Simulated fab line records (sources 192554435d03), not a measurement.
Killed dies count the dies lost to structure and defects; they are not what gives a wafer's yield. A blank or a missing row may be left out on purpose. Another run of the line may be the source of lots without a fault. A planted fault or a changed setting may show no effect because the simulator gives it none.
Split-lot trial	flow n5Finfet	on a route of 1938 steps: 7 lots, 21 wafers read

## THE SPLIT ITSELF
At N5_BEOL_M4_COAT_62 (time 60 s, resist thk 12 nm), the setting spinRpm was moved away from the recipe's 1500 rpm on 4 of the 21 wafers read, by -7.1% to +5.9%. The other wafers ran this setting at the recipe's value.

## FROM THE SPLIT TO THE READING: what the file shows between them, 4 steps
- N5_BEOL_M4_COAT_73: time 60 s, resist thk 5 nm
- N5_BEOL_M4_COAT_05: resist thk 30 nm
- N5_BEOL_M4_DESCUM_16: chemistry O2, time 7 s
- N5_BEOL_M4_ETCH_74: etches underlayer in N2/H2, target depth 6.5 nm, time 5.2 s

## THE READING
etch.depthNm (the simulator's own value, which no gauge read), in nm, at N5_BEOL_M4_ETCH_63 (etches SiARC in CF4, target depth 15.6 nm, time 26 s). The file does not state a usual value for it. Here, 17 wafers ran the recipe; their average is 12.02 nm with a standard deviation of 0.034 nm.

wafer	tool, chamber at the split	spinRpm as run, rpm	against the recipe	etch.depthNm, nm	against lot-mates on the recipe
L075.3	lithoTrack-04, 0	1500	recipe	12.03	-
L075.5	lithoTrack-04, 0	1500	recipe	12.03	-
L075.6	lithoTrack-04, 0	1500	recipe	12.02	-
L077.1	lithoTrack-05, 0	1500	recipe	12.04	-
L077.2	lithoTrack-05, 0	1500	recipe	12.03	-
L077.6	lithoTrack-05, 0	1500	recipe	12	-
L083.1	lithoTrack-01, 0	1500	recipe	12.04	-
L083.3	lithoTrack-01, 0	1500	recipe	12.01	-
L083.6	lithoTrack-01, 0	1500	recipe	12.02	-
L080.1	lithoTrack-04, 0	1589	+5.9%	11.62	-0.33
L080.3	lithoTrack-04, 0	1500	recipe	11.96	-
L080.6	lithoTrack-04, 0	1500	recipe	11.93	-
L091.2	lithoTrack-04, 0	1500	recipe	12.01	-
L091.5	lithoTrack-04, 0	1393	-7.1%	12.45	+0.45
L091.6	lithoTrack-04, 0	1500	recipe	11.98	-
L090.3	lithoTrack-01, 0	1500	recipe	12.06	-
L090.5	lithoTrack-01, 0	1500	recipe	12.01	-
L090.6	lithoTrack-01, 0	1500	recipe	12.05	-
L095.2	lithoTrack-04, 0	1500	recipe	12.07	-
L095.3	lithoTrack-04, 0	1587	+5.8%	11.71	-0.36
L095.6	lithoTrack-04, 0	1587	+5.8%	11.73	-0.34

FIT RESULTS
A straight line over all 21 wafers: etch.depthNm changes by -0.0581 nm for each +1% of spinRpm; r = -0.97; the points scatter about the line by 0.037 nm.
The same after taking each lot's own level away (the mean of its wafers on the recipe; 21 wafers): -0.0604 nm for each +1%; r = -1.00; scatter 0.017 nm.
The reading moves by 0.43 nm for the largest change in spinRpm, on that fit.
Measured against the standard deviation above, the lots' own levels, which go from 11.945 to 12.070 nm, span 3.6 times it.
The two slopes are in agreement: the lot-to-lot level therefore moves the slope only a little.
Check: with one of the wafers moved furthest among these (-7.1%) left out of the fit, the line predicts +0.417 nm for it against its lot-mates. Against them it came out at +0.455 nm.

## THE OTHER SPLITS THESE WAFERS WENT THROUGH
Note: prior to the reading, these wafers also went through further splits. Each is held against what the fit with the lots' levels taken away leaves over:
other split on the same wafers	wafers away from the commonest value	r with etch.depthNm (lot level and that fit taken away)
N5_SDB_COAT_03 spinRpm	10	+0.12
N5_SDB_ALD_29 aldCycles	5	+0.19
N5_HKMG_FIN_ETCH_35 biasW	9	-0.15
N5_MOL_CONTACT_COAG_CONTACT_ETCH_14 sourceW	6	-0.10
N5_MOL_CONTACT_COAG_ALD_131 aldCycles	7	-0.14
N5_MOL_CONTACT_COAG_ETCH_91 sourceW	8	-0.16
N5_BEOL_M0_ETCH_138 sourceW	4	-0.10
N5_BEOL_M0_DEP_125 timeS	5	-0.24
N5_BEOL_M2_TRENCH_ETCH_37 sourceW	6	-0.09

## THE WHOLE CHAIN: every reading that the file lists as answering this split, in the file's order
step	what it does	reading	change (the file's fit)	r (the file's)
N5_BEOL_M4_COAT_62	time 60 s, resist thk 12 nm	SiARC_of_BEOL_M4_COAT_62.thkNm (the simulator's own value, which no gauge read)	-0.0533 nm for each +1% of the setting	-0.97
N5_BEOL_M4_ETCH_63	etches SiARC in CF4, target depth 15.6 nm, time 26 s	etch.depthNm (the simulator's own value, which no gauge read)	-0.0601 nm for each +1% of the setting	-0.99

## THE FILE'S OWN FIT
etch.depthNm changes by -0.0601 nm for each +1% of spinRpm, r = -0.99.
